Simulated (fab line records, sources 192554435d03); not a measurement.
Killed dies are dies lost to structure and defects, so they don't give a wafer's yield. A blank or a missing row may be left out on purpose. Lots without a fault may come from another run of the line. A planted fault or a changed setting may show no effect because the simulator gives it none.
A struck lot beside a sound one | flow n5_finfet | 17 steps out of a route of 1938
Sound: wafers L963.2, L963.5, L963.6. Struck: wafer L953.2. (L953.4, L953.6 of the same lot were not struck and are left out.) The cause comes at the end.
At each step with rows: each side's tool, then ch and its chambers, then its first start. Under that, the readings that differ: sound wafers | struck wafers | difference of the means | sigmas: that difference in standard deviations of wafers without a fault.
alike: readings whose means differ by less than 2 such deviations, and words and numbers that are the same on both sides. not compared: withheld readings, readings that some wafer has no value for, bounds like >300 that may hide the same value, and numbers for which the record gives no deviation and whose values overlap.
The two part at a step that has a row with sigmas, a row that says differs or no value, or rows on one side only. Numbers that don't overlap but have no deviation are shown without sigmas and don't part them. A reading that every wafer of one side lacks parts them only if that side has two wafers or more.

N5_BEOL_M0_SAQP_ETCH_49: etches SiO2 in CF4/O2, target depth 37 nm.
  sound on rie_diel-05 ch 0,2,3, day 8 18:57; struck on rie_diel-02 ch 3, day 6 09:13
  alike: drypump_motor_current_A, oes_product_au, rf_vpp_V, showerhead_plenum_p_Torr, throttle_valve_pct
  not compared: rf_hours_counter_h
N5_BEOL_M0_SAQP_STRIP_75: strips in CF4.
  sound on rie_diel-05 ch 0,2,3, day 8 19:03; struck on rie_diel-02 ch 3, day 6 09:19
  alike: drypump_motor_current_A, oes_product_au, rf_vpp_V, showerhead_plenum_p_Torr, throttle_valve_pct
  not compared: rf_hours_counter_h
then, 7 steps without rows for these wafers: N5_BEOL_M0_CUTY_COAT_50 (time 60 s, resist thk 15 nm); N5_BEOL_M0_CUTY_COAT_51 (resist thk 150 nm); N5_BEOL_M0_CUTY_EBR_52; N5_BEOL_M0_CUTY_SOFTBAKE_53 (time 60 s); N5_BEOL_M0_CUTY_EXPOSE_54 (exposes mask M0 ABLK); N5_BEOL_M0_CUTY_PEB_55 (peb time 60 s); N5_BEOL_M0_CUTY_DEVELOP_56 (develop time 30 s).
N5_BEOL_M0_CUTY_CD_MEAS_57: target cd 200 nm.
  sound on cd_sem-01 ch 0, day 8 19:26; struck on cd_sem-02 ch 0, day 6 09:35
  alike: cd_nm
N5_BEOL_M0_CUTY_OVL_MEAS_58:
  sound on overlay-02 ch 0, day 8 19:28; struck on overlay-02 ch 0, day 6 09:37
  alike: M0_ABLK_OVL
N5_BEOL_M0_CUTY_INSPECT_59: inspects for defects (macro).
  sound on defect_inspect-01, day 8 19:29; struck on defect_inspect-02, day 6 09:39
  alike: raw_defect_count
N5_BEOL_M0_CUTY_DESCUM_61: chemistry O2, time 7.9 s.
  sound on rie_diel-01 ch 1,2, day 8 19:40; struck on rie_diel-06 ch 2, day 6 09:41
  reading                                                 | sound             | struck | difference | sigmas
  drypump_motor_current_A (A)                             | 5.5 5.9 5.5       | 6.8    | +1.2       | +3
  model.CAR-ArF-block_of_BEOL_M0_CUTY_COAT_51.thk_nm (nm) | 143.2 143.4 143.8 | 142.2  | -1.3       |
  alike: oes_product_au, rf_vpp_V, showerhead_plenum_p_Torr, throttle_valve_pct
  not compared: rf_hours_counter_h
N5_BEOL_M0_CUTY_ETCH_62: etches SiARC in CF4, time 58.5 s.
  sound on rie_diel-01 ch 1,2, day 8 19:42; struck on rie_diel-06 ch 2, day 6 09:43
  reading                                                 | sound             | struck | difference | sigmas
  drypump_motor_current_A (A)                             | 5.5 5.9 5.5       | 6.8    | +1.2       | +3
  etch_rf_on_time_s (s)                                   | 56.6 57.8 56.5    | 59.5   | +2.5       | +3
  throttle_valve_pct (%)                                  | 15.27 15.82 15.27 | 16.03  | +0.58      | +2
  model.CAR-ArF-block_of_BEOL_M0_CUTY_COAT_51.thk_nm (nm) | 118.2 118.4 118.8 | 117.2  | -1.3       |
  alike: oes_product_au, rf_vpp_V, showerhead_plenum_p_Torr
  not compared: rf_hours_counter_h
N5_BEOL_M0_CUTY_ETCH_63: etches SOC in N2/H2, target depth 82.7 nm, overetch 16.5 nm, time 124 s.
  sound on rie_diel-01 ch 1,2, day 8 19:44; struck on rie_diel-06 ch 2, day 6 09:46
  reading                     | sound       | struck | difference | sigmas
  drypump_motor_current_A (A) | 5.5 5.9 5.5 | 6.9    | +1.3       | +3
  alike: oes_product_au, rf_vpp_V, showerhead_plenum_p_Torr, throttle_valve_pct
  not compared: rf_hours_counter_h
-- the record jumps here: 2 days lie between the struck wafers' starts before and after (it left off in module BEOL_M0_CUTY and takes up again in module BEOL_M4, whose first step shown is number 1111 of the route) --
N5_BEOL_M4_RC_MEAS_101:
  sound on prober-01 ch 0, day 12 05:35; struck on prober-01 ch 0, day 8 20:02
  reading       | sound       | struck | difference | sigmas
  ION_P (uA/um) | 473 474 471 | 454    | -19        | -2
  alike: DIBL_N, DIBL_P, IOFF_N, IOFF_P, ION_N, SS_N, SS_P, VT_N, VT_P
then, 1 step without rows for these wafers: N5_PASSIVATION_PROBE_49.

WHERE THEY PART
First at N5_BEOL_M0_CUTY_DESCUM_61; last, within this record, at N5_BEOL_M4_RC_MEAS_101.

WHY: what the simulator had put in
Process parameter drift: rie_diel-06, from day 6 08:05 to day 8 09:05, at N5_BEOL_M0_CUTY_DESCUM_61. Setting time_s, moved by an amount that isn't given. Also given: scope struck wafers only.
